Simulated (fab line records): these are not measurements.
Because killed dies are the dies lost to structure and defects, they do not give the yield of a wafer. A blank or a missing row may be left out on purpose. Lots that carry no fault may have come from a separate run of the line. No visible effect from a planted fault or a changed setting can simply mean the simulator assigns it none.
Lot-split experiment	flow n5-finfet	on a route of 1938 steps: 7 lots, 21 wafers read

== ABOUT THE SPLIT ==
At N5_BEOL_M9_ILD_DEP_00 (deposits SiCOH lowk from DEMS/porogen, target thk 308.51 nm, time 58 s), the setting time-s was moved away from the recipe's 58 s on 3 of the 21 wafers read, by -8.1% to +4.8%. The other wafers ran this setting at the recipe's value.

== FROM THE SPLIT TO THE READING: what the file shows between them, 1 step ==
- N5_BEOL_M9_CURE_71: cures SiCOH lowk, time 240 s

== THE READING ==
Values of M9_ILD_THK in nm from N5_BEOL_M9_THK_MEAS_01. Fault-free wafers of this fab line usually give 267 nm, standard deviation 3.1 nm.

wafer	tool, chamber at the split	time-s as run, s	against the recipe	M9_ILD_THK, nm	against lot-mates on the recipe
L074.3	pecvd-01, 1	58	recipe	262	-
L074.4	pecvd-01, 2	58	recipe	269	-
L074.5	pecvd-01, 1	58	recipe	271	-
L080.1	pecvd-02, 0	58	recipe	267	-
L080.2	pecvd-02, 2	53.29	-8.1%	244	-22
L080.3	pecvd-02, 1	58	recipe	266	-
L083.1	pecvd-01, 2	58	recipe	264	-
L083.4	pecvd-01, 0	58	recipe	269	-
L083.6	pecvd-01, 1	58	recipe	267	-
L087.2	pecvd-03, 1	58	recipe	268	-
L087.4	pecvd-03, 0	58	recipe	271	-
L087.6	pecvd-03, 2	58	recipe	270	-
L090.3	pecvd-03, 2	58	recipe	264	-
L090.4	pecvd-03, 1	58	recipe	269	-
L090.6	pecvd-03, 0	58	recipe	270	-
L091.1	pecvd-02, 0	58	recipe	267	-
L091.5	pecvd-02, 1	60.76	+4.8%	285	+18
L091.6	pecvd-02, 0	60.76	+4.8%	285	+18
L094.1	pecvd-01, 0	58	recipe	263	-
L094.3	pecvd-01, 2	58	recipe	266	-
L094.4	pecvd-01, 2	58	recipe	272	-

FIT RESULTS
A straight line over all 21 wafers: M9_ILD_THK changes by +3.21 nm for each +1% of time-s; r = +0.94; the points scatter about the line by 2.9 nm.
The same after taking each lot's own level away (the mean of its wafers on the recipe; 21 wafers): +3.18 nm for each +1%; r = +0.94; scatter 2.8 nm.
According to that fit, moving time-s by its largest amount changes the reading by 26 nm.
The lots' own levels span 266.5 to 269.7 nm, that is 1.0 times the standard deviation above.
The two slopes agree, so the slope changes little with the lot-to-lot level.
Check: -30.7 nm against its lot-mates is what the line predicts for one of the wafers moved furthest among these (-8.1%) when that wafer is left out of the fit. It came out at -22.5 nm against them.

== ADDITIONAL SPLITS CARRIED BY THESE WAFERS ==
These wafers also went through other splits before the reading. Each is held against what the fit with the lots' levels taken away leaves over:
other split on the same wafers	wafers away from the commonest value	r with M9_ILD_THK (lot level and that fit taken away)
N5_BEOL_M7_TRENCH_ETCH_37 source-w	10	+0.24
N5_BEOL_M8_PECVD_70 temp-c	4	-0.27
N5_BEOL_M8_PEB_09 peb-time-s	10	+0.15

== THE WHOLE CHAIN: every reading that the file lists as answering this split, in the file's order ==
step	what it does	reading	change (the file's fit)	r (the file's)
N5_BEOL_M9_ILD_DEP_00	deposits SiCOH lowk from DEMS/porogen, target thk 308.51 nm, time 58 s	SiCOH_lowk_of_BEOL_M9_ILD_DEP_00.thk-nm (the simulator's own value, which no gauge read)	+3.5 nm for each +1% of the setting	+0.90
N5_BEOL_M9_CURE_71	cures SiCOH lowk, time 240 s	SiCOH_lowk_of_BEOL_M9_ILD_DEP_00.thk-nm (the simulator's own value, which no gauge read)	+3.1 nm for each +1% of the setting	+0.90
N5_BEOL_M9_THK_MEAS_01		M9_ILD_THK	+3.09 for each +1% of the setting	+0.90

== THE FILE'S OWN FIT ==
M9_ILD_THK changes by +3.09 nm for each +1% of time-s, r = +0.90.
